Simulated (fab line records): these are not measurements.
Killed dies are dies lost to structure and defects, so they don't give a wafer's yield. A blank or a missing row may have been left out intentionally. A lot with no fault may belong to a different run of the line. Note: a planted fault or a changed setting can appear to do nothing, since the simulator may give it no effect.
8D (eight disciplines) problem report, filled in by code ; flow nand harc ; the parts of the form that need people (team, actions taken, sign-off) are left out

1. WHAT IS WRONG
thk nm at NHARC_P_M2_THK_MEAS_24 reads a mean of 134.1 nm on 2 wafers of 2 lots; wafers without a fault read 144.0 nm with a standard deviation of 1.5. That puts it -6.6 standard deviations away from the usual mean.
The step: measures by xrf.
Seen first at day 7 08:56 on film metro-02, wafer L475.1. The record holds 14 wafers of 6 lots with a number at this step. Rule for "out" (also "out of limits"): further than 4 standard deviations from the usual mean. Any other wafer with a number is counted as sound.

2. WHAT IT IS, WHAT IT ISN'T
question;is;is not
which readings at this step;thk nm;-
which lots;L475, L476;L484, L486, L489, L492
which wafers of those lots;all that have a number;-
read on which gauges;film metro-01, film metro-02;-
when;from day 7 08:56;"up to then (0 sound wafers); but 12 sound wafers of L484, L486, L489, L492 came after"

3. SUSPECTS, AND WHAT RULES EACH OUT
Counting: a tool stays on the suspect list if, at a process step up to the reading, it processed all lots that are out and no sound lot following the first of them.
- ruled out: the gauge at NHARC_P_M2_THK_MEAS_24. The wafers that are out were read on 2 gauges (film metro-01, film metro-02).
- rie diel-04 at NHARC_P_M2_STRIP_18 (strips in N2/H2): ruled out as a lasting fault. Sound lots L486, L489, L492 ran on it after its first lot that is out, L475 (day 7 06:54).
- rie diel-04 at NHARC_P_M2_ETCH_28 (etches the open film in CF4/N2, target depth 30 nm, time 72.99 s): ruled out as a lasting fault. Sound lots L486, L489, L492 ran on it after its first lot that is out, L475 (day 7 08:38). NHARC_P_M2_ETCH_28: start missing for some lots; hours and lot order therefore follow NHARC_P_M2_CMP_23.
- cmp-04 at NHARC_P_M2_CMP_23 (polishes, t overpolish 20 s, target thk 144.3 nm): ruled out as a lasting fault. Sound lots L489 ran on it after its first lot that is out, L475 (day 7 08:38).
Left after counting: nothing in the record.

4. THE CAUSE (what the simulator had put in)
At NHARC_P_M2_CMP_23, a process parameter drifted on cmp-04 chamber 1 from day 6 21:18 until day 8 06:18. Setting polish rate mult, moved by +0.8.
The count ruled it out by mistake, since the rule takes a fault to strike every lot its tool runs from the start of the fault on, and this one did not do so.

5. THE EFFECT CHAIN, in route order
Rows list readings where the struck wafers' mean (over those with a number) sits beyond 3 standard deviations from the usual. Readings are gone through only where the record gives a usual standard deviation; hours: the median, over the lots, of the time from a lot's start at the first step in this table giving one to that lot's start at this step; sigmas: the change measured in usual standard deviations.
hours;step;reading;usual;on struck wafers;change;sigmas
0;NHARC_P_M2_CMP_23;time to endpoint s;29 s;14;-15;-4.7
0;NHARC_P_M2_THK_MEAS_24;thk nm;144.0 nm;134.1;-9.9;-6.6
It contains these process steps:
- NHARC_P_M2_CMP_23: polishes, t overpolish 20 s, target thk 144.3 nm.
Later measuring or inspecting steps at which every struck wafer that the step has a row for has a number for every such reading, and none has moved that far: NHARC_END_SORT_01.

6. WHAT WOULD HAVE CAUGHT IT SOONER
The first out-of-limits reading at a measuring or inspecting step in this record came at day 7 08:56, 12 hours after the fault's start at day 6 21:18.
The tool's own readings at NHARC_P_M2_CMP_23 were out on every struck wafer that the step has a row for (time to endpoint s): an alarm limit on them would have fired on the first of those.
